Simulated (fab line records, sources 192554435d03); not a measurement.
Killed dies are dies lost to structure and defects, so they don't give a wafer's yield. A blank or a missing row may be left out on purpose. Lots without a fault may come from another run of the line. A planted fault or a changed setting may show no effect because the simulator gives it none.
Chamber matching | flow n5_finfet | N5_BEOL_M12_DEP_53 on pecvd-01: 3 sister chambers
The step deposits SiCN from 3MS/NH3, target thk 30 nm, time 10.5 s. 6 wafers are shown with their chamber, then 7 later ones without.

WAFERS WITH THEIR CHAMBER
wafer  | chamber | throttle_valve_pct (%) | showerhead_plenum_p_Torr (Torr)
L085.6 | 1       | 17.4                   | 4.197
L084.1 | 1       | 17.3                   | 4.200
L084.3 | 0       | 19.2                   | 4.159
L084.5 | 2       | 17.2                   | 4.164
L087.1 | 2       | 16.9                   | 4.174
L087.2 | 0       | 19.1                   | 4.158

WAFERS WITHOUT THEIR CHAMBER
wafer  | throttle_valve_pct (%) | showerhead_plenum_p_Torr (Torr)
L087.6 | 17.3                   | 4.194
L090.2 | 17.1                   | 4.193
L090.3 | 19.3                   | 4.156
L090.6 | 19.3                   | 4.161
L088.1 | 19.2                   | 4.155
L088.5 | 17.4                   | 4.195
L088.6 | 19.2                   | 4.148

WHICH CHAMBER EACH WENT THROUGH
wafer  | from the rows above | in truth
L087.6 | 1                   | 1
L090.2 | 1                   | 1
L090.3 | 0                   | 0
L090.6 | 0                   | 0
L088.1 | 0                   | 0
L088.5 | 1                   | 1
L088.6 | 0                   | 0
Placed correctly: 7 of 7. Can't be placed from these rows: 0. Placed wrongly: 0.
How it was worked out, from the rows above alone: a wafer's distance from a chamber is the root of the sum, over the readings, of the square of ((its reading less the chamber's mean) divided by the reading's scatter). The wafer belongs to the nearest chamber; if the next one is less than 2 further off, it can't be placed. A chamber's mean is the mean of its shown wafers. The scatter: the root of (the sum of the squares of (reading less its chamber's mean) over the shown wafers, divided by (wafers less chambers)).
